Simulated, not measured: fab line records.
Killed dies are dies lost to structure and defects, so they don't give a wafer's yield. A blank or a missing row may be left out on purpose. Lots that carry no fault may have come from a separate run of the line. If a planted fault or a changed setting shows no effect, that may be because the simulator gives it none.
fab line records	flow n5Finfet
[record] lots = 7	wafers = 21
route steps=1938 shown STI_FIN_REVEAL@198 SD_EPI_N@263 SDB@353 HKMG_FIN@402 MOL_CONTACT_COAG@579 BEOL_M0_SAQP@673
startH: the number of hours between the record's first day and the start of the first shown wafer of the lot	waitH: hours since the lot's step before	" repeats the value in the row above	L1.1+2: a single row standing in for several wafers	- no value present, or no start provided	* or withheld: withheld	< > ~ a bound
route shown NAME@n: names a module that has steps shown in the file, with the first one's number in the route	usual: mean/standard deviation of fault-free wafers	same: alike in all rows	chamber/n: place in a boat	sites: per-site readings	_std_site: how widely they spread, as a standard deviation	_edge_site: outer sites' mean less inner sites'	radiusMm: how far each site lies from the wafer's centre	mask NAME#n: copy n	behind: the most recent tool/chamber to have shaped the wafer	hold: why the lot went on hold/how many hours it stayed there/how the hold came to an end	device: names the non-switching transistor (n, p or np)	end of line: tests of these same wafers at the route's end	for a step that has no rows: nothing shown but its recipe	killed: not the wafer's yield, but the dies lost to structure and defects at the first sort	map: a wafer's dies, marking killed ones x, the rest . and places with no die _
set.NAME: the setting the step ran with; set.NAME@STEP: the setting that earlier step ran with	model.NAME: the simulator's own value behind a step, which no gauge read
one table per step and one row per wafer, for lots whose settings were changed on purpose
[[steps]]
[step N5_STI_FIN_REVEAL_PRECLEAN_17]
[recipe] chemistry = NF3:NH3	afsCycles = 1	tempC = 30	timeS = 20	sublimationTempC = 180	sublimationTimeS = 60	pressureTorr = 3	rfPowerW = 30
lot.wafer	tool	chamber	startH	waitH	set.timeS
L075.1	remotePlasma-02	0	42.45	0.0	23.28
L075.3+5	"	0	"	"	20
L076.1+3	remotePlasma-02	0	47.89	0.0	18.53
L076.4	"	0	"	"	20
L077.2+6	remotePlasma-01	0	55.74	0.1	20
L077.3	"	0	"	"	15.5
L079.4	remotePlasma-01	0	75.18	0.1	20
L079.5+6	"	0	"	"	16.94
L080.1+3+4	remotePlasma-02	0	78.11	0.4	20
L082.4+6	remotePlasma-02	1	96.61	0.1	20
L082.5	"	1	"	"	22.73
L088.2+4+5	remotePlasma-02	1	122.53	0.1	20
[step N5_STI_FIN_REVEAL_ETCH_34]
[recipe] chemistry = H2	mode = isotropic	material = Si	target = Si	targetDepthA = 9.7	tempC = 20	pressureMtorr = 4.5	icpW = 300	biasW = 0	h2FlowSccm = 7.5	heFlowSccm = 142.5
[step N5_STI_FIN_REVEAL_OXIDATION_31]
[recipe] chemistry = O2_PLASMA_REMOTE	tempC = 150	timeS = 20	pressureMtorr = 1000	sourcePowerW = 2000	o2FlowSccm = 3000
[step N5_STI_FIN_REVEAL_SRD_23]
[recipe] dry = ipaMarangoni	timeS = 30	tempC = 23	rinseLiquid = diw
[step N5_STI_FIN_REVEAL_FIN_H_MEAS_10]
[usual] trenchDepthNm = 52.2/0.63
lot.wafer	tool	chamber	startH	waitH	set.timeS@STI_FIN_REVEAL_ETCHBACK_08	trenchDepthNm
L075.1	ocd-01	-	43.26	0.0	11.51	56.1
L075.3	"	-	"	"	11.51	57.2
L075.5	"	-	"	"	10.167	52.4
L076.1	ocd-02	-	48.70	0.0	8.581	47.1
L076.3	"	-	"	"	10.167	51.9
L076.4	"	-	"	"	10.167	53.0
L077.2	ocd-02	-	56.53	0.0	10.77	53.1
L077.3	"	-	"	"	10.167	52.2
L077.6	"	-	"	"	10.167	52.0
L079.4	ocd-01	-	75.91	0.0	8.16	46.1
L079.5	"	-	"	"	8.16	45.4
L079.6	"	-	"	"	8.16	45.7
L080.1	ocd-01	-	78.92	0.0	10.167	52.3
L080.3	"	-	"	"	10.167	51.6
L080.4	"	-	"	"	10.167	52.5
L082.4	ocd-01	-	97.34	0.0	10.167	52.1
L082.5	"	-	"	"	10.167	52.9
L082.6	"	-	"	"	10.167	52.9
L088.2	ocd-01	-	123.32	0.0	10.167	51.6
L088.4	"	-	"	"	10.167	52.4
L088.5	"	-	"	"	10.167	51.2
[step N5_SD_EPI_N_COAT_33]
[recipe] resist = SiARC	tempC = 220	timeS = 60	spinRpm = 1500	resistThkNm = 35
lot.wafer	tool	chamber	startH	waitH	set.spinRpm	model.SiARC_of_SD_EPI_N_COAT_33.thkNm
L075.1	lithoTrack-03	0	-	-	1637	33.4
L075.3+5	"	0	"	"	1637	33.2
L076.1+3	lithoTrack-04	0	-	-	1500	35
L076.4	"	0	"	"	1572	34.4
L077.2+3	lithoTrack-01	0	-	-	1367	36.8
L077.6	"	0	"	"	1500	35
L079.4+5+6	lithoTrack-04	0	-	-	1500	35.2
L080.1	lithoTrack-03	0	-	-	1433	36
L080.3+4	"	0	"	"	1500	35
L082.4	lithoTrack-03	0	-	-	1379	36.6
L082.5	"	0	"	"	1500	35
L082.6	"	0	"	"	1500	34.8
L088.2+4	lithoTrack-01	0	-	-	1500	35
L088.5	"	0	"	"	1500	35.2
[step N5_SD_EPI_N_PEB_07]
[recipe] pebTempC = 110	pebTimeS = 60	resist = CAR-ArF-block
lot.wafer	tool	chamber	startH	waitH	set.pebTimeS
L075.1+3	lithoTrack-04	0	54.43	0.1	68.34
L075.5	"	0	"	"	60
L076.1+3+4	lithoTrack-01	0	59.54	0.1	60
L077.2+3	lithoTrack-03	0	67.30	0.0	60
L077.6	"	0	"	"	67.9
L079.4+6	lithoTrack-04	0	89.18	0.0	60
L079.5	"	0	"	"	73.09
L080.1+4	lithoTrack-03	0	91.42	0.1	60
L080.3	"	0	"	"	49.14
L082.4+5+6	lithoTrack-03	0	112.63	0.0	48.27
L088.2+4+5	lithoTrack-03	0	134.16	0.0	60
[step N5_SD_EPI_N_DEVELOP_08]
[recipe] developTimeS = 30	developer = TMAH	resist = CAR-ArF-block	devTempC = 23	rinseLiquid = diw	dry = airSpin
[step N5_SD_EPI_N_CD_MEAS_09]
[recipe] targetCdNm = 120	landingEnergyEv = 500	detector = seInlens
[usual] cdNm = 119.8/0.62
lot.wafer	tool	chamber	startH	waitH	set.pebTimeS@SD_EPI_N_PEB_07	cdNm
L075.1	cdSem-01	0	54.50	-	68.34	123.8
L075.3	"	0	"	"	68.34	123.9
L075.5	"	0	"	"	60	119.2
L076.1	cdSem-01	0	59.61	-	60	120.3
L076.3	"	0	"	"	60	120.2
L076.4	"	0	"	"	60	120.9
L077.2	cdSem-03	0	67.37	-	60	120.1
L077.3	"	0	"	"	60	120.0
L077.6	"	0	"	"	67.9	124.3
L079.4	cdSem-01	0	89.25	-	60	120.3
L079.5	"	0	"	"	73.09	126.7
L079.6	"	0	"	"	60	120.3
L080.1	cdSem-03	0	91.49	-	60	119.3
L080.3	"	0	"	"	49.14	111.7
L080.4	"	0	"	"	60	119.4
L082.4	cdSem-03	0	112.70	-	48.27	111.2
L082.5	"	0	"	"	48.27	111.1
L082.6	"	0	"	"	48.27	111.9
L088.2	cdSem-01	0	134.23	-	60	119.0
L088.4	"	0	"	"	60	119.6
L088.5	"	0	"	"	60	118.7
[step N5_SD_EPI_N_DESCUM_14]
[recipe] chemistry = O2	timeS = 7.9	sourcePowerW = 50	biasPowerW = 20	pressureMtorr = 20	rfFrequencyHz = 2.712e+07	tempC = 40	resist = CAR-ArF-block	o2FlowSccm = 225
lot.wafer	tool	chamber	startH	waitH	set.pebTimeS@SD_EPI_N_PEB_07	model.SD_EPI_N.cdNm
L075.1+3	rieDiel-01	1,0	54.66	0.1	68.34	123.8
L075.5	"	3	"	"	60	119.6
L076.1+3	rieDiel-01	0,3	59.70	0.0	60	120.2
L076.4	"	2	"	"	60	120.8
L077.2+3	rieDiel-02	0,3	67.46	0.0	60	120
L077.6	"	3	"	"	67.9	124
L079.4	rieDiel-06	0	89.48	0.0	60	120.2
L079.5	"	1	"	"	73.09	126.6
L079.6	"	2	"	"	60	120.4
L080.1+4	rieDiel-06	0,2	92.11	0.6	60	119.2
L080.3	"	2	"	"	49.14	111.6
L082.4+5	rieDiel-01	2	112.81	0.1	48.27	111.2
L082.6	"	1	"	"	48.27	111.8
L088.2	rieDiel-01	1	135.01	0.7	60	119.2
L088.4	"	3	"	"	60	119.6
L088.5	"	3	"	"	60	118.6
[step N5_SD_EPI_N_ETCH_34]
[recipe] chemistry = CF4	target = SiARC	targetDepthA = 455	maskMaterial = CAR-ArF-block	timeS = 75.8	ionEnergyEv = 80	pressureMtorr = 40	sourceW = 545	biasW = 36	Ar_flow_sccm = 100	cf4FlowSccm = 100	ends = cleared
lot.wafer	tool	chamber	startH	waitH	set.spinRpm@SD_EPI_N_COAT_33	set.pebTimeS@SD_EPI_N_PEB_07	model.SD_EPI_N.cdNm	model.CAR-ArF-block_of_SD_EPI_N_COAT_03.thkNm	model.etch.depthNm
L075.1	rieDiel-01	1	54.70	0.0	1637	68.34	123.4	111.8	33.33
L075.3	"	0	"	"	1637	68.34	124	111.6	33.3
L075.5	"	3	"	"	1637	60	119.8	112	33.27
L076.1	rieDiel-01	0	59.74	0.0	1500	60	120.2	111	35.1
L076.3	"	3	"	"	1500	60	120.4	111.4	35.06
L076.4	"	2	"	"	1572	60	120.4	111.4	34.37
L077.2	rieDiel-02	0	67.49	0.0	1367	60	120.4	109.4	36.72
L077.3	"	3	"	"	1367	60	120.2	109.6	36.73
L077.6	"	3	"	"	1500	67.9	124	111.2	35.01
L079.4	rieDiel-06	0	89.53	0.0	1500	60	120.2	111.6	35.12
L079.5	"	1	"	"	1500	73.09	126.4	112.2	35.16
L079.6	"	2	"	"	1500	60	120.4	111.6	35.23
L080.1	rieDiel-06	0	92.14	0.0	1433	60	119.2	110.2	35.9
L080.3	"	2	"	"	1500	49.14	111.6	111.2	35.01
L080.4	"	2	"	"	1500	60	119.2	111	35.01
L082.4	rieDiel-01	2	112.85	0.0	1379	48.27	111	109.4	36.53
L082.5	"	2	"	"	1500	48.27	111	110.4	35.07
L082.6	"	1	"	"	1500	48.27	111.4	110.4	34.89
L088.2	rieDiel-01	1	135.05	0.0	1500	60	119	110.4	35.03
L088.4	"	3	"	"	1500	60	119.8	110.6	34.97
L088.5	"	3	"	"	1500	60	118.6	110	35.12
[step N5_SD_EPI_N_ETCH_35]
[recipe] chemistry = N2/H2	target = SOC	overetchA = 1080	maskMaterial = SiARC	tempC = 40	ionEnergyEv = 100	sourceW = 3000	biasW = 133	pressureMtorr = 20	timeS = 486	n2FlowSccm = 200	h2FlowSccm = 200
lot.wafer	tool	chamber	startH	waitH	set.spinRpm@SD_EPI_N_COAT_33	set.pebTimeS@SD_EPI_N_PEB_07	model.SD_EPI_N.cdNm	model.SiARC_of_SD_EPI_N_COAT_33.thkNm
L075.1	rieDiel-01	1	54.75	0.0	1637	68.34	123	17.8
L075.3	"	0	"	"	1637	68.34	123.6	18
L075.5	"	3	"	"	1637	60	120.2	18.4
L076.1	rieDiel-01	0	59.79	0.0	1500	60	119.4	19.8
L076.3	"	3	"	"	1500	60	120.2	20.2
L076.4	"	2	"	"	1572	60	119.4	18.8
L077.2	rieDiel-02	0	67.55	0.0	1367	60	121.4	21.6
L077.3	"	3	"	"	1367	60	120.6	21.4
L077.6	"	3	"	"	1500	67.9	123.6	19.8
L079.4	rieDiel-06	0	89.72	0.2	1500	60	122.2	19.4
L079.5	"	1	"	"	1500	73.09	126.4	19.6
L079.6	"	2	"	"	1500	60	120.8	19.6
L080.1	rieDiel-06	0	92.20	0.0	1433	60	120.4	20.2
L080.3	"	2	"	"	1500	49.14	112	19.6
L080.4	"	2	"	"	1500	60	120.2	19.8
L082.4	rieDiel-01	2	112.90	0.0	1379	48.27	111	21
L082.5	"	2	"	"	1500	48.27	110.8	19.4
L082.6	"	1	"	"	1500	48.27	112.6	19.4
L088.2	rieDiel-01	1	135.10	0.0	1500	60	119.4	19.6
L088.4	"	3	"	"	1500	60	119.2	20
L088.5	"	3	"	"	1500	60	118.2	20
[step N5_SD_EPI_N_STRIP_36]
[recipe] chemistry = N2/H2	tempC = 40	n2FlowSccm = 200	h2FlowSccm = 200	rfFrequencyHz = 6e+07
[step N5_SD_EPI_N_ETCHBACK_44]
[recipe] chemistry = CH3F/O2	mode = anisotropicEtchback	target = SiNx	targetDepthA = 145	stopOn = SiO2	overEtchFrac = 0.3	ionEnergyEv = 120	pressureMtorr = 30	sourceW = 395	biasW = 73	Ar_flow_sccm = 150	CH3F_flow_sccm = 30	O2_flow_sccm = 20
lot.wafer	tool	chamber	startH	waitH	set.pebTimeS@SD_EPI_N_PEB_07	model.SD_EPI_N.cdNm
L075.1	rieDiel-01	1	55.08	0.0	68.34	123
L075.3	"	0	"	"	68.34	123.4
L075.5	"	3	"	"	60	120.4
L076.1+4	rieDiel-01	0,2	60.12	0.0	60	119.4
L076.3	"	3	"	"	60	120.2
L077.2	rieDiel-02	0	67.87	0.0	60	121.6
L077.3	"	3	"	"	60	120.8
L077.6	"	3	"	"	67.9	123.6
L079.4	rieDiel-06	0	89.93	0.1	60	122.2
L079.5	"	1	"	"	73.09	126.4
L079.6	"	2	"	"	60	120.8
L080.1	rieDiel-06	0	92.52	0.0	60	120.6
L080.3	"	2	"	"	49.14	112
L080.4	"	2	"	"	60	120.2
L082.4+5	rieDiel-01	2	113.23	0.0	48.27	110.8
L082.6	"	1	"	"	48.27	112.6
L088.2	rieDiel-01	1	135.43	0.0	60	119.4
L088.4	"	3	"	"	60	119.2
L088.5	"	3	"	"	60	118.2
[step N5_SDB_EXPOSE_08]
[recipe] maskId = SDB	na = 1.35	sourceShape = conventional	sigmaOuter = 0.5	polarization = unpolarized	doseMj = 49.6
lot.wafer	tool	chamber	startH	waitH	mask	set.doseMj
L075.1	arfiScanner-03	0	81.02	-	SDB#0	49.6
L075.3+5	"	0	"	"	SDB#0	48.66
L076.1+3+4	arfiScanner-01	0	81.18	-	SDB#0	49.6
L077.2+6	arfiScanner-03	0	83.82	-	SDB#0	49.6
L077.3	"	0	"	"	SDB#0	52.11
L079.4	arfiScanner-03	0	105.54	-	SDB#0	52.1
L079.5+6	"	0	"	"	SDB#0	49.6
L080.1+3+4	arfiScanner-02	0	109.22	-	SDB#0	49.6
L082.4+5	arfiScanner-03	0	131.13	-	SDB#0	49.6
L082.6	"	0	"	"	SDB#0	51.43
L088.2+4+5	arfiScanner-02	0	150.54	-	SDB#0	49.6
[step N5_SDB_PEB_09]
[recipe] pebTempC = withheld	pebTimeS = 60	resist = CAR-ArF
[step N5_SDB_DEVELOP_10]
[recipe] developTimeS = 30	developer = TMAH	resist = CAR-ArF	rinseLiquid = diw	dry = airSpin	devTempC = 23
[step N5_SDB_CD_MEAS_11]
[recipe] targetCdNm = 50	landingEnergyEv = 500	detector = seInlens	polarity = opening
[usual] cdNm = 50.4/1
lot.wafer	tool	chamber	startH	waitH	set.doseMj@SDB_EXPOSE_08	cdNm
L075.1	cdSem-01	0	81.14	-	49.6	51.5
L075.3	"	0	"	"	48.66	48.7
L075.5	"	0	"	"	48.66	47.3
L076.1	cdSem-01	0	81.30	-	49.6	49.9
L076.3	"	0	"	"	49.6	50.2
L076.4	"	0	"	"	49.6	50.1
L077.2	cdSem-03	0	83.94	-	49.6	50.5
L077.3	"	0	"	"	52.11	55.3
L077.6	"	0	"	"	49.6	49.3
L079.4	cdSem-02	0	105.65	-	52.1	55.7
L079.5	"	0	"	"	49.6	48.9
L079.6	"	0	"	"	49.6	48.3
L080.1	cdSem-02	0	109.34	-	49.6	50.9
L080.3	"	0	"	"	49.6	51.8
L080.4	"	0	"	"	49.6	50.9
L082.4	cdSem-02	0	131.24	-	49.6	51.7
L082.5	"	0	"	"	49.6	49.6
L082.6	"	0	"	"	51.43	55.3
L088.2	cdSem-01	0	150.66	-	49.6	51.3
L088.4	"	0	"	"	49.6	51.0
L088.5	"	0	"	"	49.6	50.4
[step N5_HKMG_FIN_ETCH_54]
[recipe] chemistry = CF4	target = SiARC	targetDepthA = 455	maskMaterial = CAR-ArF	timeS = 75.8	ionEnergyEv = 80	pressureMtorr = 40	sourceW = 545	biasW = 36	Ar_flow_sccm = 100	cf4FlowSccm = 100	ends = cleared
[usual] etchRfOnTimeS = 74.9/1.7	rfVppV = 184.6/0.89
lot.wafer	tool	chamber	startH	waitH	set.sourceW	etchRfOnTimeS	rfVppV
L075.1	rieDiel-06	2	87.67	0.0	545	75.6	184.2
L075.3	"	0	"	"	465.6	85.6	195.1
L075.5	"	2	"	"	545	75.6	185.7
L076.1	rieDiel-02	3	88.95	0.0	545	74.8	183.8
L076.3	"	3	"	"	545	74.3	183.5
L076.4	"	2	"	"	545	73.0	184.8
L077.2	rieDiel-02	3	90.75	0.0	545	75.0	185.2
L077.3	"	3	"	"	545	75.0	184.1
L077.6	"	2	"	"	545	73.6	185.2
L079.4	rieDiel-01	1	111.62	0.0	588.9	69.0	179.1
L079.5	"	3	"	"	545	77.2	182.6
L079.6	"	0	"	"	588.9	70.6	179.4
L080.1	rieDiel-06	2	114.95	0.0	545	75.1	184.3
L080.3	"	1	"	"	469.1	84.8	194.8
L080.4	"	2	"	"	545	74.2	184.2
L082.4	rieDiel-01	3	137.32	0.0	545	77.2	185.2
L082.5	"	3	"	"	601.9	71.1	177.2
L082.6	"	0	"	"	601.9	68.8	178.3
L088.2	rieDiel-06	1	156.18	0.0	545	74.7	186.8
L088.4	"	0	"	"	545	74.8	185.5
L088.5	"	1	"	"	545	74.7	184.8
[step N5_HKMG_FIN_ETCH_58]
[recipe] chemistry = N2/H2	target = SOC	targetDepthA = 2158	ionEnergyEv = 50	biasW = 13	timeS = 741	pressureMtorr = 30	sourceW = 875	n2FlowSccm = 200	h2FlowSccm = 200
[usual] rfVppV = 99.4/0.93
lot.wafer	tool	chamber	startH	waitH	set.sourceW	rfVppV	model.HKMG_FIN.featureDepthNm	model.SOC_of_HKMG_FIN_COAT_41.thkNm	model.etch.depthNm
L075.1	rieDiel-06	2	87.94	0.0	875	99.1	218.2	81.8	218.2
L075.3	"	0	"	"	763.3	105.4	197.6	104.2	197.6
L075.5	"	2	"	"	875	99.4	219	81.6	219.1
L076.1	rieDiel-02	3	89.35	0.0	809.9	102.2	202.4	95.4	202.4
L076.3	"	3	"	"	875	99.1	216	82.8	216.1
L076.4	"	2	"	"	875	100.6	222	76.2	222
L077.2	rieDiel-02	3	91.15	0.0	875	97.9	218.4	81	218.3
L077.3	"	3	"	"	935.8	97.5	231.4	68.2	231.4
L077.6	"	2	"	"	935.8	98.4	235.2	64.8	235.2
L079.4	rieDiel-01	1	111.89	0.0	918.8	96.7	231	69.2	231
L079.5	"	3	"	"	918.8	95.9	221.6	78.6	221.5
L079.6	"	0	"	"	875	100.3	215.4	85.6	215.4
L080.1	rieDiel-06	2	115.22	0.0	922.9	98.3	226.6	75	226.6
L080.3	"	1	"	"	875	100.5	217	85	217
L080.4	"	2	"	"	875	101.4	217.8	83.6	217.9
L082.4	rieDiel-01	3	137.59	0.0	875	98.8	212.8	88	212.8
L082.5	"	3	"	"	731.9	105.3	180	121.4	180
L082.6	"	0	"	"	875	99.2	215	85.8	215
L088.2	rieDiel-06	1	156.44	0.0	875	98.5	218.4	82.4	218.4
L088.4	"	0	"	"	875	100.0	220	80.8	220
L088.5	"	1	"	"	875	99.8	218	82.4	218
[step N5_MOL_CONTACT_COAG_ALD_131]
[recipe] material = SiO2	targetThkA = 50	tempC = 100	aldPrecursorFamily = BDEAS	aldCoReactant = O2-plasma	pulseTimeS = 1	coReactantPulseTimeS = 1	purgeTimeS = 2	coReactantPurgeTimeS = 2	aldCycles = 35	pressureTorr = 2
lot.wafer	tool	chamber	startH	waitH	set.aldCycles	model.SiO2_of_MOL_CONTACT_COAG_ALD_131.thkNm
L076.1+3	aldSin-03	3,2	115.72	0.1	35	5
L076.4	"	0	"	"	31	4.4
L075.1+3+5	aldSin-03	2,1,0	116.09	0.2	40	5.8
L077.2+3+6	aldSin-04	1,0,0	118.67	0.1	35	5
L079.4+5+6	aldSin-02	1,1,2	139.44	0.1	35	5
L080.1+3+4	aldSin-04	1,2,0	142.78	0.1	35	5
L082.4+6	aldSin-04	2,1	164.80	0.3	35	5
L082.5	"	2	"	"	31	4.4
L088.2+4+5	aldSin-03	0,3,1	185.68	1.5	35	5
[step N5_MOL_CONTACT_COAG_ALD_133]
[recipe] material = SiO2	targetThkA = 50	tempC = 100	aldPrecursorFamily = BDEAS	aldCoReactant = O2-plasma	pulseTimeS = 1	coReactantPulseTimeS = 1	purgeTimeS = 2	coReactantPurgeTimeS = 2	aldCycles = 35	pressureTorr = 2
lot.wafer	tool	chamber	startH	waitH	set.aldCycles	model.SiO2_of_MOL_CONTACT_COAG_ALD_133.thkNm
L076.1+4	aldSin-02	0,1	117.16	0.1	30	4.2
L076.3	"	2	"	"	35	5
L075.1+3	aldSin-03	2,0	117.43	0.1	38	5.4
L075.5	"	3	"	"	35	5
L077.2+3+6	aldSin-04	0,3,2	120.40	0.1	35	5
L079.4	aldSin-04	2	141.08	0.1	40	5.8
L079.5+6	"	0,3	"	"	35	5
L080.1+4	aldSin-02	3,2	144.63	0.1	31	4.4
L080.3	"	0	"	"	35	5
L082.4+6	aldSin-04	2,3	168.21	1.9	35	5
L082.5	"	2	"	"	37	5.2
L088.2+4+5	aldSin-04	0,3,1	187.60	0.1	35	5
[step N5_BEOL_M0_SAQP_ETCH_107]
[recipe] chemistry = CH3F/O2	target = SiNx	targetDepthA = 300	maskMaterial = SOC	pressureMtorr = 30	sourceW = 395	biasW = 73	Ar_flow_sccm = 150	CH3F_flow_sccm = 30	O2_flow_sccm = 20	ionEnergyEv = 120
[usual] rfVppV = 296/7.3
lot.wafer	tool	chamber	startH	waitH	set.biasW	rfVppV
L076.1	rieDiel-04	2	126.15	0.0	66.91	274
L076.3	"	3	"	"	73	305
L076.4	"	1	"	"	73	291
L075.1	rieDiel-04	2	128.69	0.0	84.45	330
L075.3	"	3	"	"	73	304
L075.5	"	3	"	"	84.45	342
L077.2	rieDiel-05	0	132.69	0.0	84.85	341
L077.3	"	3	"	"	73	313
L077.6	"	3	"	"	73	313
L079.4	rieDiel-04	0	150.51	0.0	62.42	253
L079.5	"	1	"	"	62.42	257
L079.6	"	2	"	"	73	294
L080.1	rieDiel-05	3	154.46	0.0	73	312
L080.3	"	1	"	"	83.37	323
L080.4	"	0	"	"	83.37	337
L082.4	rieDiel-04	0	180.69	0.0	73	287
L082.5	"	1	"	"	62.5	258
L082.6	"	0	"	"	62.5	254
L088.2	rieDiel-05	2	196.95	0.0	73	297
L088.4	"	1	"	"	73	291
L088.5	"	1	"	"	73	291
[[key]]
[split] step = N5_STI_FIN_REVEAL_PRECLEAN_17	setting = timeS	stated = 20	by = wafer
response none clear
[split] step = N5_SD_EPI_N_COAT_33	setting = spinRpm	stated = 1500	by = wafer
[response] step = N5_SD_EPI_N_COAT_33	reading = model.SiARC_of_SD_EPI_N_COAT_33.thkNm	change = -0.198	per = 1%	r = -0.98
[response] step = N5_SD_EPI_N_ETCH_34	reading = model.CAR-ArF-block_of_SD_EPI_N_COAT_03.thkNm	change = +0.151	per = 1%	r = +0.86
[response] step = N5_SD_EPI_N_ETCH_34	reading = model.etch.depthNm	change = -0.187	per = 1%	r = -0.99
[response] step = N5_SD_EPI_N_ETCH_35	reading = model.SiARC_of_SD_EPI_N_COAT_33.thkNm	change = -0.193	per = 1%	r = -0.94
[split] step = N5_SD_EPI_N_PEB_07	setting = pebTimeS	stated = 60	by = wafer
[response] step = N5_SD_EPI_N_CD_MEAS_09	reading = cdNm	change = +0.339	per = 1%	r = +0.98
[response] step = N5_SD_EPI_N_DESCUM_14	reading = model.SD_EPI_N.cdNm	change = +0.33	per = 1%	r = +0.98
[response] step = N5_SD_EPI_N_ETCH_34	reading = model.SD_EPI_N.cdNm	change = +0.319	per = 1%	r = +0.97
[response] step = N5_SD_EPI_N_ETCH_35	reading = model.SD_EPI_N.cdNm	change = +0.286	per = 1%	r = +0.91
[response] step = N5_SD_EPI_N_ETCHBACK_44	reading = model.SD_EPI_N.cdNm	change = +0.282	per = 1%	r = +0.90
[split] step = N5_SDB_EXPOSE_08	setting = doseMj	stated = 49.6	by = wafer
[response] step = N5_SDB_CD_MEAS_11	reading = cdNm	change = +1.28	per = 1%	r = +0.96
[split] step = N5_HKMG_FIN_ETCH_54	setting = sourceW	stated = 545	by = wafer
[response] step = N5_HKMG_FIN_ETCH_54	reading = etchRfOnTimeS	change = *	per = 1%	r = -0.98
[response] step = N5_HKMG_FIN_ETCH_54	reading = rfVppV	change = -0.687	per = 1%	r = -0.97
[split] step = N5_HKMG_FIN_ETCH_58	setting = sourceW	stated = 875	by = wafer
[response] step = N5_HKMG_FIN_ETCH_58	reading = rfVppV	change = -0.395	per = 1%	r = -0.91
[response] step = N5_HKMG_FIN_ETCH_58	reading = model.HKMG_FIN.featureDepthNm	change = +1.96	per = 1%	r = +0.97
[response] step = N5_HKMG_FIN_ETCH_58	reading = model.SOC_of_HKMG_FIN_COAT_41.thkNm	change = -2	per = 1%	r = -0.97
[response] step = N5_HKMG_FIN_ETCH_58	reading = model.etch.depthNm	change = +1.96	per = 1%	r = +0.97
[split] step = N5_MOL_CONTACT_COAG_ALD_131	setting = aldCycles	stated = 35	by = wafer
[response] step = N5_MOL_CONTACT_COAG_ALD_131	reading = model.SiO2_of_MOL_CONTACT_COAG_ALD_131.thkNm	change = +0.0525	per = 1%	r = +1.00
[split] step = N5_MOL_CONTACT_COAG_ALD_133	setting = aldCycles	stated = 35	by = wafer
[response] step = N5_MOL_CONTACT_COAG_ALD_133	reading = model.SiO2_of_MOL_CONTACT_COAG_ALD_133.thkNm	change = +0.0532	per = 1%	r = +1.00
[split] step = N5_BEOL_M0_SAQP_ETCH_107	setting = biasW	stated = 73	by = wafer
[response] step = N5_BEOL_M0_SAQP_ETCH_107	reading = rfVppV	change = +2.02	per = 1%	r = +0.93
split outsideThisFile step=N5_STI_FIN_REVEAL_ETCHBACK_08 setting=timeS
// split outsideThisFile: this setting was split too, and the file shows its column; the key of that split is in another file
